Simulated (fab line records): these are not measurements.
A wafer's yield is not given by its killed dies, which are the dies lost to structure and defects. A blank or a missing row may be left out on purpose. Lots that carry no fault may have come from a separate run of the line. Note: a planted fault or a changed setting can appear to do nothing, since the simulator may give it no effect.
Split-lot trial | flow n5Finfet | 7 lots, 39 wafers read, on a route of 1938 steps

THE SPLIT ITSELF
At N5_MOL_CONTACT_COAG_SPUTTER_130 (material Co, target thk 47.5 nm), the setting powerW was moved away from the recipe's 3000 W on 15 of the 39 wafers read, by -14.9% to +9.0%. All remaining wafers had this setting at the recipe value.

Reading taken at the split's own step.

THE READING
Co_of_MOL_CONTACT_COAG_SPUTTER_130.thkNm (the simulator's own value, which no gauge read), in nm, at N5_MOL_CONTACT_COAG_SPUTTER_130 (material Co, target thk 47.5 nm). The file gives no usual value for it. The 24 wafers here that ran the recipe average 47.5 nm, standard deviation 0.67 nm.

wafer  | tool, chamber at the split | powerW as run, W | against the recipe | Co_of_MOL_CONTACT_COAG_SPUTTER_130.thkNm, nm | against lot-mates on the recipe
L079.1 | pvdSputter-01, -           | 2621             | -12.6%             | 41.8                                         | -6.3
L079.2 | pvdSputter-01, -           | 3000             | recipe             | 47.8                                         | -
L079.3 | pvdSputter-01, -           | 3000             | recipe             | 49                                           | -
L079.4 | pvdSputter-01, -           | 2621             | -12.6%             | 41.4                                         | -6.7
L079.5 | pvdSputter-01, -           | 2621             | -12.6%             | 43                                           | -5.1
L079.6 | pvdSputter-01, -           | 3000             | recipe             | 47.6                                         | -
L082.1 | pvdSputter-03, -           | 3000             | recipe             | 47.6                                         | -
L082.3 | pvdSputter-03, -           | 3000             | recipe             | 47.6                                         | -
L082.2 | pvdSputter-03, -           | 3000             | recipe             | 47.8                                         | -
L082.5 | pvdSputter-03, -           | 3000             | recipe             | 47.8                                         | -
L082.4 | pvdSputter-03, -           | 3000             | recipe             | 48                                           | -
L082.6 | pvdSputter-03, -           | 3000             | recipe             | 48                                           | -
L083.1 | pvdSputter-01, -           | 3000             | recipe             | 47.2                                         | -
L083.2 | pvdSputter-01, -           | 3000             | recipe             | 47.2                                         | -
L083.3 | pvdSputter-01, -           | 2714             | -9.5%              | 43.8                                         | -3.7
L083.4 | pvdSputter-01, -           | 2714             | -9.5%              | 42.2                                         | -5.3
L083.5 | pvdSputter-01, -           | 2714             | -9.5%              | 42.4                                         | -5.1
L083.6 | pvdSputter-01, -           | 3000             | recipe             | 48                                           | -
L084.1 | pvdSputter-02, -           | 2552             | -14.9%             | 39.6                                         | -6.9
L084.2 | pvdSputter-02, -           | 3000             | recipe             | 46.4                                         | -
L084.3 | pvdSputter-02, -           | 2552             | -14.9%             | 40                                           | -6.5
L084.4 | pvdSputter-02, -           | 2552             | -14.9%             | 39.2                                         | -7.3
L084.5 | pvdSputter-02, -           | 3000             | recipe             | 46.2                                         | -
L084.6 | pvdSputter-02, -           | 3000             | recipe             | 47                                           | -
L085.1 | pvdSputter-02, -           | 3271             | +9.0%              | 51.6                                         | +4.5
L085.2 | pvdSputter-02, -           | 3000             | recipe             | 47                                           | -
L085.3 | pvdSputter-02, -           | 3271             | +9.0%              | 51.4                                         | +4.3
L085.4 | pvdSputter-02, -           | 3271             | +9.0%              | 51.2                                         | +4.1
L085.5 | pvdSputter-02, -           | 3000             | recipe             | 46.8                                         | -
L085.6 | pvdSputter-02, -           | 3000             | recipe             | 47.6                                         | -
L091.2 | pvdSputter-01, -           | 3000             | recipe             | 47.4                                         | -
L091.4 | pvdSputter-01, -           | 3000             | recipe             | 48.4                                         | -
L091.5 | pvdSputter-01, -           | 3000             | recipe             | 48.6                                         | -
L096.1 | pvdSputter-01, -           | 2576             | -14.1%             | 40.8                                         | -6.3
L096.2 | pvdSputter-01, -           | 2576             | -14.1%             | 39.6                                         | -7.5
L096.3 | pvdSputter-01, -           | 3000             | recipe             | 47.2                                         | -
L096.4 | pvdSputter-01, -           | 2576             | -14.1%             | 39.8                                         | -7.3
L096.5 | pvdSputter-01, -           | 3000             | recipe             | 46.4                                         | -
L096.6 | pvdSputter-01, -           | 3000             | recipe             | 47.6                                         | -

THE FIT
A straight line over all 39 wafers: Co_of_MOL_CONTACT_COAG_SPUTTER_130.thkNm changes by +0.489 nm for each +1% of powerW; r = +0.98; the points scatter about the line by 0.72 nm.
The same after taking each lot's own level away (the mean of its wafers on the recipe; 39 wafers): +0.479 nm for each +1%; r = +0.99; scatter 0.48 nm.
According to that fit, moving powerW by its largest amount changes the reading by 7.2 nm.
The lots' own levels span 46.53 to 48.13 nm, that is 2.4 times the standard deviation above.
Hence the lot-to-lot level has little effect on the slope; both slopes agree.
Check: for one of the wafers moved furthest among these (-14.9%), held out of the fit, the line's prediction against its lot-mates is -7.19 nm. It came out at -6.93 nm against them.

OTHER SPLITS ON THESE WAFERS
Other splits were also applied to these wafers ahead of the reading. Each is held against what the fit with the lots' levels taken away leaves over:
other split on the same wafers     | wafers away from the commonest value | r with Co_of_MOL_CONTACT_COAG_SPUTTER_130.thkNm (lot level and that fit taken away)
N5_FIN_CUT_ETCH_21 biasW           | 15                                   | +0.02
N5_DUMMY_GATE_ETCH_31 targetDepthA | 12                                   | -0.21
N5_SD_EPI_P_EXPOSE_06 doseMj       | 12                                   | -0.37
N5_HKMG_FIN_ETCH_32 biasW          | 12                                   | +0.03

FILE'S OWN FIT
Co_of_MOL_CONTACT_COAG_SPUTTER_130.thkNm changes by +0.48 nm for each +1% of powerW, r = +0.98.
